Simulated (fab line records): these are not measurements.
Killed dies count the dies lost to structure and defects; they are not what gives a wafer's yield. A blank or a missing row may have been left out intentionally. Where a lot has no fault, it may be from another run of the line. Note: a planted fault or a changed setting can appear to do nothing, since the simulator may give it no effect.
Struck lot and sound lot, side by side -- flow nand_harc -- 12 out of 1302 route steps
Sound: wafers L497.1, L497.2, L497.3. Wafers struck: L510.2, L510.4, L510.6. The cause comes at the end.
Order at every step that has rows: each side's tool, ch and its chambers, its first start. Under that, the readings that differ: sound wafers -- struck wafers -- difference of the means -- sigmas: that difference in standard deviations of wafers without a fault.
alike: a reading whose means differ by less than 2 such deviations, as well as words and numbers matching on both sides. not compared: withheld readings; readings where some wafer has no value; bounds like >300 that might hide an equal value; numbers whose values overlap and for which the record gives no deviation.
Wherever a step has rows on one side only, a row that says differs or no value, or a row with sigmas, the two part there. When numbers do not overlap yet have no deviation, they are printed without sigmas and do not part them. Lack of a reading on every wafer of one side parts them only where that side has two or more wafers.

NHARC_A_STAIRCASE_STRIP_238: strips in O2.
  sound on plasma_asher-02 ch 0,1, day 17 15:25; struck on plasma_asher-02 ch 0,1, day 22 17:25
  alike: drypump_motor_current_A, heater_power_w, temp_c
  not compared: rf_hours_counter_h
then, 10 steps without rows for these wafers: NHARC_A_STAIRCASE_STRIP_239 (strips in SPM, time 900 s); NHARC_A_STAIRCASE_PRECLEAN_240 (cleans in SC1); NHARC_A_STAIRCASE_SRD_241; NHARC_A_STAIRCASE_DEHYDRATE_242 (time 120 s); NHARC_A_STAIRCASE_HMDS_243 (time 30 s); NHARC_A_STAIRCASE_COAT_244; NHARC_A_STAIRCASE_SOFTBAKE_245 (time 170 s); NHARC_A_STAIRCASE_EBR_246; NHARC_A_STAIRCASE_EXPOSE_247 (exposes mask SDS 1); NHARC_A_STAIRCASE_PEB_248 (peb time 130 s).
NHARC_A_STAIRCASE_DEVELOP_249: time 140 s.
  sound on litho_track-03 ch 0, day 17 16:00; struck on litho_track-02, day 22 18:00
  no value came back on the struck wafers for chill_plate_temp_C (C), exhaust_pa (Pa); on the sound wafers chill_plate_temp_C (C) reads 23.05 22.92 23.00

## WHERE THEY PART
Within this record, at NHARC_A_STAIRCASE_DEVELOP_249 only.

WHY: the cause the simulator had injected
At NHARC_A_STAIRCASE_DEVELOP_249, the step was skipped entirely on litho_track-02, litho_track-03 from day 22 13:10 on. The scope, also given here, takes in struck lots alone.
